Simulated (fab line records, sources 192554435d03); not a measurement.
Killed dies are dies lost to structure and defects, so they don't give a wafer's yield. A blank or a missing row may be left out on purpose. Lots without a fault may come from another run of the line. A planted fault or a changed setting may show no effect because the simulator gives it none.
Chamber matching | flow n5_finfet | N5_BEOL_M8_ETCH_65 on rie_diel-02: 4 sister chambers
The step etches SiARC in CF4, target depth 15.6 nm, time 26 s. 18 wafers are shown with their chamber, then 9 later ones without.

WAFERS WITH THEIR CHAMBER
wafer  | chamber | showerhead_plenum_p_Torr (Torr) | oes_product_au (a.u.) | drypump_motor_current_A (A)
L075.2 | 0       | 2.14                            | 0.61                  | 5.4
L075.4 | 1       | 2.10                            | 0.71                  | 5.1
L075.6 | 0       | 2.14                            | 0.61                  | 5.4
L082.1 | 1       | 2.09                            | 0.69                  | 5.0
L082.3 | 2       | 2.08                            | 0.74                  | 5.1
L082.5 | 1       | 2.09                            | 0.69                  | 5.0
L080.2 | 1       | 2.09                            | 0.68                  | 5.1
L080.5 | 0       | 2.14                            | 0.60                  | 5.4
L080.6 | 3       | 2.22                            | 0.63                  | 5.4
L085.1 | 0       | 2.14                            | 0.59                  | 5.4
L085.2 | 1       | 2.09                            | 0.67                  | 5.0
L085.6 | 1       | 2.09                            | 0.68                  | 5.0
L083.1 | 2       | 2.08                            | 0.73                  | 5.2
L083.3 | 3       | 2.21                            | 0.63                  | 5.4
L083.4 | 0       | 2.14                            | 0.60                  | 5.4
L087.3 | 2       | 2.08                            | 0.72                  | 5.1
L087.4 | 1       | 2.09                            | 0.68                  | 5.1
L087.5 | 2       | 2.08                            | 0.73                  | 5.1

SIGNATURES (means of the wafers above)
reading                  | chamber 0 | chamber 1 | chamber 2 | chamber 3 | scatter within a chamber
showerhead_plenum_p_Torr | 2.1400    | 2.0914    | 2.0800    | 2.2150    | 0.00311
oes_product_au           | 0.6020    | 0.6857    | 0.7300    | 0.6300    | 0.0102
drypump_motor_current_A  | 5.400     | 5.043     | 5.125     | 5.400     | 0.042
Rule: a wafer's distance from a chamber is the root of the sum, over the readings, of the square of ((its reading less the chamber's mean) divided by the reading's scatter). The wafer belongs to the nearest chamber; if the next one is less than 2 further off, it can't be placed. The scatter: the root of (the sum of the squares of (reading less its chamber's mean) over the shown wafers, divided by (wafers less chambers)).

WAFERS WITHOUT THEIR CHAMBER
wafer  | showerhead_plenum_p_Torr (Torr) | oes_product_au (a.u.) | drypump_motor_current_A (A)
L089.2 | 2.13                            | 0.58                  | 5.4
L089.3 | 2.08                            | 0.72                  | 5.1
L089.5 | 2.08                            | 0.72                  | 5.1
L090.3 | 2.09                            | 0.66                  | 5.0
L090.4 | 2.21                            | 0.61                  | 5.4
L090.5 | 2.21                            | 0.62                  | 5.4
L092.1 | 2.08                            | 0.72                  | 5.1
L092.2 | 2.13                            | 0.59                  | 5.4
L092.3 | 2.21                            | 0.61                  | 5.4

WHICH CHAMBER EACH WENT THROUGH
wafer  | from the rows above | in truth
L089.2 | 0                   | 0
L089.3 | 2                   | 2
L089.5 | 2                   | 2
L090.3 | 1                   | 1
L090.4 | 3                   | 3
L090.5 | 3                   | 3
L092.1 | 2                   | 2
L092.2 | 0                   | 0
L092.3 | 3                   | 3
Placed correctly: 9 of 9. Can't be placed from these rows: 0. Placed wrongly: 0.
